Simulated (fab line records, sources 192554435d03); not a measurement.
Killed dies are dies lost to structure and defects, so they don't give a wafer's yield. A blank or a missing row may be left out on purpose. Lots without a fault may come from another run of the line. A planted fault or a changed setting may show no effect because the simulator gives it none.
Chamber matching | flow n5_finfet | N5_HKMG_FIN_STRIP_90 on rie_diel-03: 4 sister chambers
The step strips SOC in N2/H2, time 20 s. 14 wafers are shown with their chamber, then 7 later ones without.

WAFERS WITH THEIR CHAMBER
wafer  | chamber | drypump_motor_current_A (A) | throttle_valve_pct (%) | showerhead_plenum_p_Torr (Torr)
L077.3 | 2       | 4.7                         | 19.1                   | 3.33
L077.4 | 3       | 6.4                         | 19.4                   | 3.25
L077.5 | 0       | 5.2                         | 19.1                   | 3.16
L080.1 | 0       | 5.2                         | 19.1                   | 3.16
L080.2 | 2       | 4.7                         | 19.1                   | 3.33
L080.5 | 0       | 5.2                         | 19.1                   | 3.16
L081.2 | 3       | 6.5                         | 19.4                   | 3.25
L081.3 | 2       | 4.7                         | 19.1                   | 3.33
L081.6 | 2       | 4.7                         | 19.1                   | 3.33
L083.3 | 1       | 5.4                         | 18.2                   | 3.27
L083.5 | 3       | 6.4                         | 19.4                   | 3.25
L083.6 | 2       | 4.7                         | 19.2                   | 3.33
L087.1 | 3       | 6.4                         | 19.4                   | 3.24
L087.5 | 2       | 4.7                         | 19.2                   | 3.32

SIGNATURES (means of the wafers above)
reading                  | chamber 0 | chamber 1 | chamber 2 | chamber 3 | scatter within a chamber
drypump_motor_current_A  | 5.200     | 5.400     | 4.700     | 6.425     | 0.0274
throttle_valve_pct       | 19.100    | 18.200    | 19.133    | 19.400    | 0.0365
showerhead_plenum_p_Torr | 3.1600    | 3.2700    | 3.3283    | 3.2475    | 0.00398
Rule: a wafer's distance from a chamber is the root of the sum, over the readings, of the square of ((its reading less the chamber's mean) divided by the reading's scatter). The wafer belongs to the nearest chamber; if the next one is less than 2 further off, it can't be placed. The scatter: the root of (the sum of the squares of (reading less its chamber's mean) over the shown wafers, divided by (wafers less chambers)).

WAFERS WITHOUT THEIR CHAMBER
wafer  | drypump_motor_current_A (A) | throttle_valve_pct (%) | showerhead_plenum_p_Torr (Torr)
L087.6 | 5.4                         | 18.2                   | 3.26
L095.1 | 4.7                         | 18.8                   | 3.31
L095.5 | 5.4                         | 18.3                   | 3.26
L095.6 | 4.7                         | 18.8                   | 3.31
L096.1 | 4.7                         | 18.8                   | 3.31
L096.2 | 5.4                         | 18.3                   | 3.26
L096.4 | 5.2                         | 18.8                   | 3.54

WHICH CHAMBER EACH WENT THROUGH
wafer  | from the rows above | in truth
L087.6 | 1                   | 1
L095.1 | 2                   | 2
L095.5 | 1                   | 1
L095.6 | 2                   | 2
L096.1 | 2                   | 2
L096.2 | 1                   | 1
L096.4 | 2                   | 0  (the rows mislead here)
Placed correctly: 6 of 7. Can't be placed from these rows: 0. Placed wrongly: 1.
